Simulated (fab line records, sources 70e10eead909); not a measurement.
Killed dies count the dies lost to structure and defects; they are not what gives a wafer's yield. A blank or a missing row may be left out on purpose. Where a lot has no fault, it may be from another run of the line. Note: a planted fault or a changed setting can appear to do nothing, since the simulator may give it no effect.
Struck lot and sound lot, side by side ; flow nand harc ; 39 out of 1159 route steps
Sound: wafers L144.1, L144.3, L144.4. Struck: wafer L145.1 (left out: L145.2, L145.5 of the same lot, which were not struck); the cause appears at the end.
Each step with rows lists, per side, the tool, then ch with its chambers, then its first start. Under that, the readings that differ: sound wafers ; struck wafers ; difference of the means ; sigmas: that difference in standard deviations of wafers without a fault.
alike: same words and numbers on both sides, and readings whose means sit less than 2 such deviations apart. not compared: any withheld reading, any reading some wafer has no value for, any bound like >300 that may hide the same value, and any number with overlapping values for which the record gives no deviation.
Wherever a step has rows on one side only, a row that says differs or no value, or a row with sigmas, the two part there. Numbers that have no deviation but don't overlap get no sigmas and don't part them. A reading missing from all wafers of one side parts the sides only when that side holds two or more wafers.

first, 5 steps without rows for these wafers: NHARC_A_WL_FILL_SRD_14; NHARC_A_WL_FILL_ALD_19 (deposits TiN, target thk 2 nm, pulse time 3 s, ald cycles 100); NHARC_A_WL_FILL_CVD_20 (deposits W, target thk 75 nm, time 5064 s); NHARC_A_WL_FILL_CMP_12 (polishes, t overpolish 30 s, target thk 75 nm); NHARC_A_WL_FILL_SRD_31.
NHARC_A_WL_FILL_INSPECT_15:
  struck on defect inspect-02, day 18 13:02; sound on defect inspect-02, day 16 11:22
  alike: raw defect count
NHARC_A_CONTACT_DEP_24: deposits SiO2, target thk 500 nm.
  sound on pecvd-02 ch 0,1, day 16 11:26; struck on pecvd-02 ch 1, day 18 13:07
  alike: heater power w, throttle valve pct
then, 1 step without rows for these wafers: NHARC_A_CONTACT_DEP_28 (deposits aC, target thk 3600 nm).
NHARC_A_CONTACT_DEP_29: deposits SiON, target thk 70 nm.
  sound on pecvd-02 ch 0,1,2, day 16 18:07; struck on pecvd-02 ch 0, day 18 16:58
  alike: heater power w
then, 10 steps without rows for these wafers: NHARC_A_CONTACT_DEHYDRATE_32 (time 120 s); NHARC_A_CONTACT_HMDS_33 (time 30 s); NHARC_A_CONTACT_COAT_34 (time 75 s); NHARC_A_CONTACT_COAT_35 (time 65 s); NHARC_A_CONTACT_COAT_36 (resist thk 90 nm); NHARC_A_CONTACT_SOFTBAKE_37 (time 55 s); NHARC_A_CONTACT_EBR_38; NHARC_A_CONTACT_EXPOSE_39 (exposes mask A CC 3); NHARC_A_CONTACT_PEB_40 (peb time 65 s); NHARC_A_CONTACT_DEVELOP_41 (develop time 35 s).
NHARC_A_CONTACT_CD_MEAS_42: target cd 200 nm.
  sound on cd sem-02 ch 0, day 16 18:50; struck on cd sem-03 ch 0, day 18 17:41
  alike: cd nm
NHARC_A_CONTACT_OVL_MEAS_43:
  struck on overlay-01, day 18 17:47; sound on overlay-02, day 16 18:55
  alike: overlay x nm, overlay y nm
NHARC_A_CONTACT_INSPECT_44:
  struck on defect inspect-01, day 18 17:49; sound on defect inspect-02, day 16 18:58
  alike: raw defect count
then, 4 steps without rows for these wafers: NHARC_A_CONTACT_DESCUM_47 (chemistry O2, time 3 s); NHARC_A_CONTACT_ETCH_48 (etches the open film in CF4, target depth 39 nm, time 65 s); NHARC_A_CONTACT_ETCH_49 (etches the open film in N2/H2, target depth 260 nm, time 475.3 s); NHARC_A_CONTACT_ETCH_50 (etches the open film in CF4/CHF3, target depth 84.7 nm, time 42.4 s).
NHARC_A_CONTACT_ETCH_51: etches the open film in O2/COS, target depth 3600 nm, time 936 s.
  sound: rie diel-10 ch 0,2,3; struck: rie diel-10 ch 3
reading;sound;struck;difference;sigmas
rf hours counter h (h);6 8 7;22;+15;
  alike: drypump motor current A, oes product au, rf vpp V, showerhead plenum p Torr, throttle valve pct
then, 3 steps without rows for these wafers: NHARC_A_CONTACT_ETCH_111 (etches the open film in C4F8/O2/Ar, time 140 s, target depth 700 nm); NHARC_A_CONTACT_ETCH_112 (etches the open film in C4F8/O2/Ar, time 94 s, target depth 922 nm); NHARC_A_CONTACT_ETCH_113 (etches the open film in C4F8/O2/Ar, time 94 s, target depth 922 nm).
NHARC_A_CONTACT_ETCH_114: etches the open film in C4F8/O2/Ar, time 94 s, target depth 922 nm.
  sound on har cap etch-01 ch 0,1, day 16 20:56; struck on har cap etch-01 ch 1, day 18 19:59
  not compared: rf hours counter h
then, 1 step without rows for these wafers: NHARC_A_CONTACT_ETCH_115 (etches the open film in C4F8/O2/Ar, time 94 s, target depth 922 nm).
NHARC_A_CONTACT_ETCH_116: etches the open film in C4F8/O2/Ar, time 94 s, target depth 922 nm.
  sound on har cap etch-01 ch 0,1, day 16 21:10; struck on har cap etch-01 ch 1, day 18 20:10
  not compared: rf hours counter h
then, 4 steps without rows for these wafers: NHARC_A_CONTACT_ETCH_117 (etches the open film in C4F8/O2/Ar, time 94 s, target depth 922 nm); NHARC_A_CONTACT_ETCH_118 (etches the open film in C4F8/O2/Ar, time 94 s, target depth 922 nm); NHARC_A_CONTACT_ETCH_119 (etches the open film in C4F8/O2/Ar, time 94 s, target depth 922 nm); NHARC_A_CONTACT_ETCH_120 (etches the open film in C4F8/O2/Ar, time 94 s, target depth 922 nm).
NHARC_A_CONTACT_ETCH_121: etches the open film in C4F8/O2/Ar, time 94 s, target depth 922 nm.
  sound on har cap etch-01 ch 0,1, day 16 21:38; struck on har cap etch-01 ch 1, day 18 20:37
  not compared: rf hours counter h
-- jump in the record: it breaks off in module A_CONTACT and resumes in module END (first step shown: number 1159 of the route), and 3 days separate the struck wafers' starts before and after --
NHARC_END_SORT_01:
  sound on prober-02 ch 0, day 20 03:42; struck on prober-01 ch 0, day 21 15:18
reading;sound;struck;difference;sigmas
killed at array;10;668;+658;+69
killed dies;14;670;+656;+66
killed open;0;5;+5;+3
  alike: killed at other, killed at periphery, killed short

== WHERE THEY PART ==
At NHARC_END_SORT_01 and nowhere else, as far as this record goes.

WHY: what the simulator had put in
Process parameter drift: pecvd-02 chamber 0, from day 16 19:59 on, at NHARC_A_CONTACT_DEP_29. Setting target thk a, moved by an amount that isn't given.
